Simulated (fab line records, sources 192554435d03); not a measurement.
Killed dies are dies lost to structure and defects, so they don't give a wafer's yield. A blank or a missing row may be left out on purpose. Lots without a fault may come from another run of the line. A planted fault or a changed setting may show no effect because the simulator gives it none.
Split-lot experiment | flow n5_finfet | 7 lots, 39 wafers read, on a route of 1938 steps

THE SPLIT
At N5_BEOL_M9_TRENCH_ETCH_37 (etches SiCOH lowk in C4F6/O2, target depth 151.43 nm, time 49 s), the setting target_depth_a was moved away from the recipe's 1514.3 angstrom on 9 of the 39 wafers read, by -54.4% to +31.1%. The other wafers ran this setting at the recipe's value.

FROM THE SPLIT TO THE READING: what the file shows between them, 11 steps
- N5_BEOL_M9_ETCH_41: etches SiCN in CH3F/O2, target depth 36.6 nm, time 70.1 s
- N5_BEOL_M9_STRIP_80: strips in N2/H2, time 10 s
- N5_BEOL_M9_OCD_MEAS_38
- N5_BEOL_M9_HM_STRIP_39: strips TiN in peroxide tin strip, target depth 25 nm, time 158 s
- N5_BEOL_M9_SRD_40: time 30 s
- N5_BEOL_M9_ECD_50: material Cu, target thk 318 nm
- N5_BEOL_M9_ANNEAL_51: time 90 s
- N5_BEOL_M9_CMP_52: polishes, stops on SiCOH lowk, t overpolish 7 s, target thk 140 nm
- N5_BEOL_M9_THK_MEAS_53: measures by xrf
- N5_BEOL_M9_PRE_CLEAN_55: time 15 s
- N5_BEOL_M9_DEP_56: deposits SiCN from 3MS/NH3, target thk 15 nm, time 26.5 s

THE READING
M9_RS, in ohm/sq, at N5_BEOL_M9_RS_MEAS_57 (measures by four-point-probe). Fault-free wafers of this fab line usually give 0.153 ohm/sq, standard deviation 0.0033 ohm/sq.

wafer  | tool, chamber at the split | target_depth_a as run, angstrom | against the recipe | M9_RS, ohm/sq | against lot-mates on the recipe
L078.1 | rie_diel-02, 3             | 1514.3                          | recipe             | 0.159         | -
L078.2 | rie_diel-02, 2             | 1514.3                          | recipe             | 0.152         | -
L078.3 | rie_diel-02, 1             | 1514.3                          | recipe             | 0.153         | -
L078.4 | rie_diel-02, 0             | 690.4                           | -54.4%             | 0.428         | +0.273
L078.5 | rie_diel-02, 0             | 690.4                           | -54.4%             | 0.426         | +0.271
L078.6 | rie_diel-02, 3             | 690.4                           | -54.4%             | 0.439         | +0.284
L081.1 | rie_diel-02, 2             | 1514.3                          | recipe             | 0.154         | -
L081.2 | rie_diel-02, 0             | 1893                            | +25.0%             | 0.115         | -0.041
L081.3 | rie_diel-02, 3             | 1514.3                          | recipe             | 0.160         | -
L081.4 | rie_diel-02, 1             | 1893                            | +25.0%             | 0.118         | -0.038
L081.5 | rie_diel-02, 1             | 1893                            | +25.0%             | 0.118         | -0.038
L081.6 | rie_diel-02, 2             | 1514.3                          | recipe             | 0.155         | -
L088.1 | rie_diel-05, 0             | 1514.3                          | recipe             | 0.153         | -
L088.2 | rie_diel-05, 1             | 1514.3                          | recipe             | 0.156         | -
L088.3 | rie_diel-05, 2             | 1514.3                          | recipe             | 0.158         | -
L088.4 | rie_diel-05, 1             | 1514.3                          | recipe             | 0.160         | -
L088.5 | rie_diel-05, 0             | 1514.3                          | recipe             | 0.153         | -
L088.6 | rie_diel-05, 2             | 1514.3                          | recipe             | 0.158         | -
L089.1 | rie_diel-01, 1             | 1514.3                          | recipe             | 0.152         | -
L089.2 | rie_diel-01, 3             | 1514.3                          | recipe             | 0.148         | -
L089.3 | rie_diel-01, 0             | 1514.3                          | recipe             | 0.152         | -
L089.4 | rie_diel-01, 2             | 1514.3                          | recipe             | 0.155         | -
L089.5 | rie_diel-01, 3             | 1514.3                          | recipe             | 0.148         | -
L089.6 | rie_diel-01, 2             | 1514.3                          | recipe             | 0.154         | -
L092.1 | rie_diel-01, 3             | 1514.3                          | recipe             | 0.150         | -
L092.2 | rie_diel-01, 2             | 1514.3                          | recipe             | 0.158         | -
L092.3 | rie_diel-01, 1             | 1514.3                          | recipe             | 0.153         | -
L092.4 | rie_diel-01, 0             | 1986                            | +31.1%             | 0.114         | -0.040
L092.5 | rie_diel-01, 3             | 1986                            | +31.1%             | 0.111         | -0.043
L092.6 | rie_diel-01, 0             | 1986                            | +31.1%             | 0.115         | -0.039
L093.1 | rie_diel-01, 1             | 1514.3                          | recipe             | 0.154         | -
L093.2 | rie_diel-01, 0             | 1514.3                          | recipe             | 0.156         | -
L093.3 | rie_diel-01, 2             | 1514.3                          | recipe             | 0.159         | -
L093.4 | rie_diel-01, 3             | 1514.3                          | recipe             | 0.154         | -
L093.5 | rie_diel-01, 3             | 1514.3                          | recipe             | 0.153         | -
L093.6 | rie_diel-01, 0             | 1514.3                          | recipe             | 0.155         | -
L096.3 | rie_diel-05, 0             | 1514.3                          | recipe             | 0.151         | -
L096.4 | rie_diel-05, 2             | 1514.3                          | recipe             | 0.155         | -
L096.5 | rie_diel-05, 1             | 1514.3                          | recipe             | 0.155         | -

THE FIT
A straight line over all 39 wafers: M9_RS changes by -0.0038 ohm/sq for each +1% of target_depth_a; r = -0.92; the points scatter about the line by 0.03 ohm/sq.
The same after taking each lot's own level away (the mean of its wafers on the recipe; 39 wafers): -0.0038 ohm/sq for each +1%; r = -0.93; scatter 0.03 ohm/sq.
On that fit, the largest move of target_depth_a shifts the reading by 0.21 ohm/sq.
The lots' own levels span 0.1515 to 0.1563 ohm/sq, that is 1.5 times the standard deviation above.
So the lot-to-lot level changes the slope little: the two slopes agree.
Check: with one of the wafers moved furthest among these (-54.4%) left out of the fit, the line predicts +0.206 ohm/sq for it against its lot-mates. It came out at +0.273 ohm/sq against them.

THE WHOLE CHAIN: every reading that the file lists as answering this split, in the file's order
step                      | what it does                                                       | reading                                                                          | change (the file's fit)                | r (the file's)
N5_BEOL_M9_TRENCH_ETCH_37 | etches SiCOH lowk in C4F6/O2, target depth 151.43 nm, time 49 s    | etch.depth_nm (the simulator's own value, which no gauge read)                   | +1.49 nm for each +1% of the setting   | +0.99
N5_BEOL_M9_TRENCH_ETCH_37 | etches SiCOH lowk in C4F6/O2, target depth 151.43 nm, time 49 s    | BEOL_M9.feature_depth_nm (the simulator's own value, which no gauge read)        | +1.49 nm for each +1% of the setting   | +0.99
N5_BEOL_M9_TRENCH_ETCH_37 | etches SiCOH lowk in C4F6/O2, target depth 151.43 nm, time 49 s    | TiN_of_BEOL_M9_HM_DEP_02.thk_nm (the simulator's own value, which no gauge read) | -0.0418 nm for each +1% of the setting | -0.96
N5_BEOL_M9_OCD_MEAS_38    |                                                                    | trench_depth_nm                                                                  | +1.49 nm for each +1% of the setting   | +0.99
N5_BEOL_M9_CMP_52         | polishes, stops on SiCOH lowk, t overpolish 7 s, target thk 140 nm | Cu_of_BEOL_M9_ECD_50.thk_nm (the simulator's own value, which no gauge read)     | +1.49 nm for each +1% of the setting   | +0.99
N5_BEOL_M9_THK_MEAS_53    | measures by xrf                                                    | M9_THK                                                                           | +1.48 for each +1% of the setting      | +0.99
N5_BEOL_M9_RS_MEAS_57     | measures by four-point-probe                                       | M9_RS                                                                            | -0.00379 for each +1% of the setting   | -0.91

THE FILE'S OWN FIT
M9_RS changes by -0.00379 ohm/sq for each +1% of target_depth_a, r = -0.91.
